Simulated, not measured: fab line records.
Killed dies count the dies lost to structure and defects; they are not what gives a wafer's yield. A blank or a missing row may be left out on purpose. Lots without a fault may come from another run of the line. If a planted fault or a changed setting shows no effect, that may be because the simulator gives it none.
fab line records ; flow nand_harc
[record] lots = 13; wafers = 39; last_day = 33
route steps=1302 shown A_WL_FILL@954 A_CONTACT@986 END@1302
lots untouched by any fault: they come from a run of this same line in which no faults occurred
start_h: hours from the record's first day to the start of the lot's first wafer shown ; wait_h: hours from the lot's prior step to this one ; " repeats the value in the row above ; L1.1+2: a row that stands for several wafers ; - no value present, or no start provided ; * or withheld: withheld ; < > ~ a bound
route shown NAME@n: NAME is a module with steps in the file, n the number in the route of the first one ; usual: mean and standard deviation over wafers with no fault ; same: alike in all rows ; chamber/n: place in a boat ; sites: per-site readings ; _std_site: how widely they spread, as a standard deviation ; _edge_site: the outer-site mean with the inner-site mean subtracted ; radius_mm: how far each site lies from the wafer's centre ; mask NAME#n: copy n ; behind: tool/chamber where the wafer was last shaped ; hold: why the lot was held/for how many hours/how that ended ; device: which transistor (n, p or np) failed to switch ; end of line: the tests these same wafers got at the end of their route ; step lacking rows: just its recipe ; killed: the dies lost at the first sort to structure and to defects; this is not the yield of the wafer ; map: dies across one wafer; x = killed, . = not, _ = none there
set.NAME: the setting that was run; set.NAME@STEP: the one run at that earlier step ; model.NAME: the simulator's own value behind a step, which no gauge read
route steps across a sampled set of lots; one table per step, one row per wafer
services: when a tool's chamber went out of use (start_h, in hours from the record's first day, below 0 if earlier), for how many hours, and the reason
[[steps]]
[step NHARC_A_WL_FILL_ALD_02]
[recipe] target_thk_a = 20; pulse_time_s = 3; ald_cycles = 100; temp_c = 450; material = TiN
[usual] ald_cycles = 100/0; heater_power_w = 1030/110; precursor_pulse_height_rel = 1.000/0.019
lot.wafer;tool;chamber;start_h;wait_h;ald_cycles;heater_power_w;precursor_pulse_height_rel
L317.2;ald_metal-02;2;465.11;0.2;100;1052;1.034
L317.3;ald_metal-02;3;465.11;0.2;100;1069;1.000
L317.5;ald_metal-02;2;465.11;0.2;100;1046;0.998
L316.2;ald_metal-03;1;465.36;0.2;100;943;0.989
L316.3;ald_metal-03;2;465.36;0.2;100;1010;1.009
L316.5;ald_metal-03;0;465.36;0.2;100;831;0.997
L318.3;ald_metal-02;2;476.02;0.1;100;1048;0.997
L318.5;ald_metal-02;2;476.02;0.1;100;1049;1.016
L318.6;ald_metal-02;3;476.02;0.1;100;1081;1.004
L321.2;ald_metal-03;3;508.54;0.2;100;1116;1.015
L321.6;ald_metal-03;2;508.54;0.2;100;976;0.967
L321.5;ald_metal-03;3;508.54;0.2;100;1084;1.008
L320.3;ald_metal-01;3;515.38;0.2;100;898;0.988
L320.5;ald_metal-01;3;515.38;0.2;100;904;1.009
L320.4;ald_metal-01;0;515.38;0.2;100;880;1.014
L322.3;ald_metal-03;3;527.44;0.2;100;1114;1.005
L322.4;ald_metal-03;0;527.44;0.2;100;856;1.019
L322.6;ald_metal-03;2;527.44;0.2;100;1004;1.018
L323.4;ald_metal-02;1;546.99;0.1;100;1222;1.008
L323.2;ald_metal-02;3;546.99;0.1;100;1094;1.010
L323.6;ald_metal-02;1;546.99;0.1;100;1185;0.999
L327.3;ald_metal-03;0;578.27;0.1;100;808;1.001
L327.2;ald_metal-03;3;578.27;0.1;100;1146;1.006
L327.5;ald_metal-03;1;578.27;0.1;100;961;1.014
L331.4;ald_metal-01;0;603.02;0.1;100;923;1.007
L331.2;ald_metal-01;2;603.02;0.1;100;999;0.992
L331.3;ald_metal-01;3;603.02;0.1;100;959;1.005
L335.1;ald_metal-02;0;645.06;0.2;100;1107;1.016
L335.6;ald_metal-02;0;645.06;0.2;100;1109;0.978
L335.5;ald_metal-02;1;645.06;0.2;100;1139;0.953
L336.1;ald_metal-02;3;655.54;0.2;100;1057;0.996
L336.3;ald_metal-02;2;655.54;0.2;100;1093;0.989
L336.6;ald_metal-02;3;655.54;0.2;100;1118;0.988
L337.4;ald_metal-03;1;671.14;0.2;100;999;1.010
L337.1;ald_metal-03;2;671.14;0.2;100;957;1.024
L337.5;ald_metal-03;0;671.14;0.2;100;797;0.988
L338.4;ald_metal-02;3;678.87;0.1;100;1085;0.999
L338.2;ald_metal-02;0;678.87;0.1;100;1129;0.992
L338.5;ald_metal-02;0;678.87;0.1;100;1134;1.013
[step NHARC_A_WL_FILL_ETCHBACK_04]
[recipe] target_depth_a = 600; time_s = 120; chemistry = NF3
[usual] drypump_motor_current_A = 5.5/0.34; he_backside_leak_sccm = 3.2/0.32; oes_product_au = 0.998/0.0084
lot.wafer;tool;chamber;start_h;wait_h;drypump_motor_current_A;he_backside_leak_sccm;oes_product_au;rf_hours_counter_h
L317.2;rie_metal-02;1;465.92;0.3;5.5;3.5;1.004;0.0
L317.3;rie_metal-02;0;465.92;0.3;5.8;3.3;0.992;-
L317.5;rie_metal-02;0;465.92;0.3;5.8;3.3;0.987;-
L316.2;rie_metal-01;0;466.26;0.3;6.0;3.4;0.999;1.2
L316.3;rie_metal-01;1;466.26;0.3;5.3;3.2;0.991;-
L316.5;rie_metal-01;1;466.26;0.3;5.3;3.1;1.000;-
L318.3;rie_metal-01;1;476.92;0.3;5.3;3.0;0.987;-
L318.6;rie_metal-01;0;476.92;0.3;6.0;3.3;0.999;-
L318.5;rie_metal-01;1;476.92;0.3;5.3;3.1;0.986;-
L321.2;rie_metal-03;1;509.31;0.3;5.1;3.1;0.998;2.1
L321.5;rie_metal-03;1;509.31;0.3;5.1;3.2;0.992;-
L321.6;rie_metal-03;0;509.31;0.3;5.2;3.2;0.984;-
L320.3;rie_metal-02;0;516.28;0.2;5.8;3.1;0.991;-
L320.4;rie_metal-02;1;516.28;0.2;5.5;3.2;0.996;-
L320.5;rie_metal-02;0;516.28;0.2;5.8;3.2;0.994;-
L322.3;rie_metal-03;0;528.28;0.3;5.2;3.0;0.982;-
L322.4;rie_metal-03;1;528.28;0.3;5.1;2.9;0.996;-
L322.6;rie_metal-03;1;528.28;0.3;5.1;3.1;0.990;-
L323.2;rie_metal-03;0;547.76;0.3;5.2;3.2;0.997;0.2
L323.4;rie_metal-03;1;547.76;0.3;5.1;3.3;1.003;-
L323.6;rie_metal-03;0;547.76;0.3;5.2;3.0;0.993;-
L327.2;rie_metal-03;1;579.40;0.5;5.0;3.2;0.993;0.8
L327.3;rie_metal-03;1;579.40;0.5;5.1;3.2;0.988;-
L327.5;rie_metal-03;1;579.40;0.5;5.1;3.0;1.000;-
L331.2;rie_metal-03;0;603.87;0.4;5.2;3.2;1.007;1.6
L331.3;rie_metal-03;1;603.87;0.4;5.0;2.9;1.000;-
L331.4;rie_metal-03;0;603.87;0.4;5.2;3.0;1.008;-
L335.1;rie_metal-03;1;645.90;0.3;5.0;3.1;1.008;2.1
L335.6;rie_metal-03;0;645.90;0.3;5.2;2.9;1.009;-
L335.5;rie_metal-03;1;645.90;0.3;5.0;3.2;1.001;-
L336.1;rie_metal-02;1;656.36;0.3;5.5;3.6;0.979;0.2
L336.3;rie_metal-02;1;656.36;0.3;5.5;3.5;1.000;-
L336.6;rie_metal-02;1;656.36;0.3;5.5;3.3;0.997;-
L337.1;rie_metal-02;0;671.88;0.3;5.8;3.3;1.001;0.7
L337.4;rie_metal-02;1;671.88;0.3;5.5;3.1;0.997;-
L337.5;rie_metal-02;1;671.88;0.3;5.5;3.0;0.996;-
L338.2;rie_metal-02;0;679.68;0.3;5.8;3.2;0.997;0.9
L338.4;rie_metal-02;1;679.68;0.3;5.5;3.5;0.989;-
L338.5;rie_metal-02;1;679.68;0.3;5.5;3.2;0.977;-
[step NHARC_A_WL_FILL_ALD_19]
[recipe] target_thk_a = 20; pulse_time_s = 3; ald_cycles = 100; temp_c = 450; material = TiN
[usual] ald_cycles = 100/0; heater_power_w = 1037/100; precursor_pulse_height_rel = 1.002/0.022
lot.wafer;tool;chamber;start_h;wait_h;ald_cycles;heater_power_w;precursor_pulse_height_rel
L316.2;ald_metal-02;1;483.27;0.1;100;1153;1.028
L316.3;ald_metal-02;2;483.27;0.1;100;1054;1.033
L316.5;ald_metal-02;0;483.27;0.1;100;1121;0.997
L317.3;ald_metal-01;2;483.27;0.1;100;984;0.999
L317.2;ald_metal-01;0;483.27;0.1;100;909;0.975
L317.5;ald_metal-01;2;483.27;0.1;100;987;0.989
L318.3;ald_metal-03;0;496.41;0.1;100;836;1.011
L318.6;ald_metal-03;2;496.41;0.1;100;997;1.020
L318.5;ald_metal-03;3;496.41;0.1;100;1095;1.000
L321.2;ald_metal-02;2;523.74;0.2;100;1080;0.999
L321.5;ald_metal-02;3;523.74;0.2;100;1058;1.010
L321.6;ald_metal-02;1;523.74;0.2;100;1167;1.013
L320.3;ald_metal-02;3;532.10;0.2;100;1064;0.970
L320.5;ald_metal-02;1;532.10;0.2;100;1176;0.992
L320.4;ald_metal-02;2;532.10;0.2;100;1044;1.022
L322.3;ald_metal-01;2;543.79;0.1;100;1001;1.000
L322.4;ald_metal-01;3;543.79;0.1;100;937;0.992
L322.6;ald_metal-01;1;543.79;0.1;100;1099;1.030
L323.4;ald_metal-03;2;563.90;0.1;100;1043;0.994
L323.2;ald_metal-03;0;563.90;0.1;100;821;0.984
L323.6;ald_metal-03;2;563.90;0.1;100;1001;0.980
L327.2;ald_metal-03;3;598.34;0.1;100;1201;0.955
L327.3;ald_metal-03;0;598.34;0.1;100;806;1.030
L327.5;ald_metal-03;0;598.34;0.1;100;805;1.018
L331.3;ald_metal-02;1;620.13;0.1;100;1123;0.957
L331.4;ald_metal-02;2;620.13;0.1;100;1081;1.013
L331.2;ald_metal-02;0;620.13;0.1;100;1089;1.032
L335.1;ald_metal-02;1;662.31;0.1;100;1118;0.986
L335.6;ald_metal-02;3;662.31;0.1;100;1119;1.008
L335.5;ald_metal-02;0;662.31;0.1;100;1106;1.019
L336.1;ald_metal-02;1;674.99;0.1;100;1138;0.993
L336.3;ald_metal-02;0;674.99;0.1;44;1074;1.040
L336.6;ald_metal-02;1;674.99;0.1;100;1149;1.018
L337.1;ald_metal-02;0;687.77;0.1;44;1109;1.021
L337.4;ald_metal-02;1;687.77;0.1;100;1161;1.008
L337.5;ald_metal-02;0;687.77;0.1;44;1123;0.985
L338.2;ald_metal-03;2;697.70;0.1;100;946;0.976
L338.4;ald_metal-03;3;697.70;0.1;100;1141;0.967
L338.5;ald_metal-03;2;697.70;0.1;100;965;0.982
[step NHARC_A_CONTACT_DEP_29]
[recipe] target_thk_a = 1000; target_thk_nm = 100; temp_c = 400; pressure_torr = 3.5; flow_sccm = 200; rf_w = 350; material = SiON
[usual] heater_power_w = 830/110
lot.wafer;tool;chamber;start_h;wait_h;heater_power_w
L316.2;pecvd-02;0;489.32;2.8;1009
L316.3;pecvd-02;1;489.32;2.8;874
L316.5;pecvd-02;1;489.32;2.8;873
L317.2;pecvd-02;1;493.60;2.9;927
L317.3;pecvd-02;2;493.60;2.9;785
L317.5;pecvd-02;2;493.60;2.9;782
L318.3;pecvd-02;2;502.38;2.2;735
L318.6;pecvd-02;1;502.38;2.2;787
L318.5;pecvd-02;2;502.38;2.2;732
L321.2;pecvd-03;2;529.56;2.9;802
L321.5;pecvd-03;1;529.56;2.9;835
L321.6;pecvd-03;2;529.56;2.9;808
L320.3;pecvd-02;2;537.93;2.2;750
L320.4;pecvd-02;0;537.93;2.2;935
L320.5;pecvd-02;1;537.93;2.2;925
L322.3;pecvd-02;2;549.62;2.2;687
L322.6;pecvd-02;2;549.62;2.2;671
L322.4;pecvd-02;1;549.62;2.2;924
L323.2;pecvd-02;0;570.76;2.9;833
L323.6;pecvd-02;2;570.76;2.9;680
L323.4;pecvd-02;0;570.76;2.9;849
L327.2;pecvd-02;1;604.16;2.9;915
L327.3;pecvd-02;2;604.16;2.9;765
L327.5;pecvd-02;1;604.16;2.9;920
L331.3;pecvd-04;1;626.97;2.2;910
L331.2;pecvd-04;2;626.97;2.2;956
L331.4;pecvd-04;1;626.97;2.2;920
L335.1;pecvd-03;0;668.42;3.6;667
L335.6;pecvd-03;1;668.42;3.6;924
L335.5;pecvd-03;2;668.42;3.6;832
L336.1;pecvd-02;0;681.02;3.8;904
L336.6;pecvd-02;0;681.02;3.8;926
L337.4;pecvd-02;2;694.43;1.6;713
L338.2;pecvd-02;1;704.91;3.1;896
L338.5;pecvd-02;0;704.91;3.1;977
L338.4;pecvd-02;1;704.91;3.1;919
[step NHARC_END_SORT_01]
[recipe] temp_c = 25
[usual] killed_at_array = 53/20; killed_at_other = 1/1.2; killed_at_periphery = 3.7/2.6; killed_dies = 58/20; killed_open = 3.5/1.8; killed_short = 2.4/1.7
[same] gross_dies = 677
lot.wafer;tool;chamber;start_h;wait_h;killed_at_array;killed_at_other;killed_at_periphery;killed_dies;killed_open;killed_short
L336.1;prober-01;0;764.37;2.5;52;0;0;52;4;3
L336.3;prober-01;0;765.96;3.1;676;1;0;677;5;2
L336.6;prober-01;0;768.35;4.0;52;0;1;53;1;3
L337.1;prober-02;0;773.38;2.5;664;6;7;677;5;2
L337.4;prober-02;0;775.78;3.4;32;0;4;36;7;0
L337.5;prober-02;0;776.58;3.7;667;1;9;677;3;5
// killed by level:class
L336.1 A_CHANNEL_HOLE_D1:chamber_film_flake=26 A_SLIT:chamber_film_flake=7 A_CONTACT:chamber_film_flake=6 A_SGD_CUT:chamber_film_flake=2 A_CHANNEL_FILL_D1:geometric_particle:open=1 A_CHANNEL_FILL_D2:geometric_particle:short=1 A_WL_FILL:geometric_particle:short=1 A_CONTACT:geometric_particle:open=1
L336.3 A_WL_FILL:area_ald=610 A_CHANNEL_HOLE_D1:chamber_film_flake=40 A_SLIT:chamber_film_flake=9 A_CONTACT:chamber_film_flake=4 A_CHANNEL_FILL_D2:chamber_film_flake=2 A_M1:chamber_film_flake=2 A_DECK1_JOINT:geometric_particle:open=1 A_ONON_D2:geometric_particle:open=1
L336.6 A_CHANNEL_HOLE_D1:chamber_film_flake=34 A_CONTACT:chamber_film_flake=5 A_SLIT:chamber_film_flake=5 A_M1:chamber_film_flake=4 A_CHANNEL_FILL_D1:geometric_particle:short=2 P_CONTACT:geometric_particle:short=1 A_WL_FILL:geometric_particle:open=1 A_STAIRCASE:chamber_film_flake=1
L337.1 A_WL_FILL:area_ald=639 A_SLIT:chamber_film_flake=9 A_CONTACT:chamber_film_flake=6 THIN_TSV:chamber_film_flake=5 P_CONTACT:chamber_film_flake=4 P_CONTACT:geometric_particle:open=2 A_CHANNEL_FILL_D2:chamber_film_flake=2 A_ONON_D2:geometric_particle:open=1
L337.4 A_CONTACT:chamber_film_flake=10 A_SLIT:chamber_film_flake=8 A_CHANNEL_HOLE_D1:chamber_film_flake=5 P_CONTACT:geometric_particle:open=2 P_CONTACT:chamber_film_flake=2 A_STAIRCASE:chamber_film_flake=2 A_DECK1_JOINT:geometric_particle:open=1 A_ONON_D2:geometric_particle:open=1
L337.5 A_WL_FILL:area_ald=642 A_CONTACT:chamber_film_flake=9 P_ZERO_WELL:chamber_film_flake=4 P_CONTACT:chamber_film_flake=3 A_STAIRCASE:chamber_film_flake=3 A_M0:geometric_particle:open=2 A_CHANNEL_HOLE_D1:chamber_film_flake=2 A_SLIT:chamber_film_flake=2
[[services]]
tool;chamber;start_h;hours;kind
rie_metal-02;-;454.02;9.0;pm
rie_metal-03;1;495.97;1.7;repair
pecvd-03;0;510.37;4.9;repair
pecvd-02;-;511.44;2.5;repair
ald_metal-01;2;512.08;18.3;repair
ald_metal-02;0;518.93;19.7;repair
rie_metal-03;-;519.00;9.0;pm
ald_metal-02;1;520.42;1.8;repair
ald_metal-01;-;526.00;10.0;pm
pecvd-03;-;547.27;13.0;pm
ald_metal-03;-;568.02;10.0;pm
rie_metal-01;-;575.00;9.0;pm
pecvd-02;1;587.80;3.9;repair
pecvd-02;-;589.00;13.0;pm
ald_metal-02;3;595.06;11.3;repair
rie_metal-03;1;596.63;6.6;repair
ald_metal-02;-;610.00;10.0;pm
rie_metal-02;-;631.02;9.0;pm
ald_metal-01;2;633.22;1.5;repair
rie_metal-01;-;675.08;10.6;repair
ald_metal-03;3;691.16;3.5;repair
rie_metal-03;-;696.00;9.0;pm
rie_metal-01;-;697.39;0.8;repair
ald_metal-01;-;704.00;10.0;pm
[[key]]
[first_sign] step = NHARC_A_WL_FILL_ALD_19; reading = ald_cycles; direction = down; sigmas = 99+; usual = 100; struck = 44
[effect] step = NHARC_END_SORT_01; reading = killed_at_array; direction = up; sigmas = 31; usual = 53; struck = 669
[more_kills_born_at] NHARC_A_WL_FILL_ALD_19@ald_metal-02 = 1891
met_at NHARC_A_WL_FILL_ALD_19
struck_lots L336,L337
struck_wafers L336.3,L337.1,L337.5
later_rows_left_out L336.3,L337.1,L337.5
tester_left_out L336,L337
not_acting_at NHARC_A_WL_FILL_ALD_02,NHARC_A_WL_FILL_ETCHBACK_04,NHARC_A_CONTACT_DEP_29
onset_between 662.31 674.99
[fault] kind = process_parameter_drift; tool = ald_metal-02; chamber = 0; onset_h = 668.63; steps = NHARC_A_WL_FILL_ALD_19; channel = ald_cycles; offset = -56; shape = step; end_h = 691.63; acts_in = these_recipes_only; stated = 100
// tester_left_out: of these lots the tester's yield and bins aren't shown, on N5 and GAA mostly nor the transistor test; their killed dies are dies lost to structure and defects alone, not to doping, threshold or leakage, so they don't give the yield
// later_rows_left_out: the simulator's readings of these wafers behind a module that went badly wrong aren't trusted and aren't shown, but for the sort
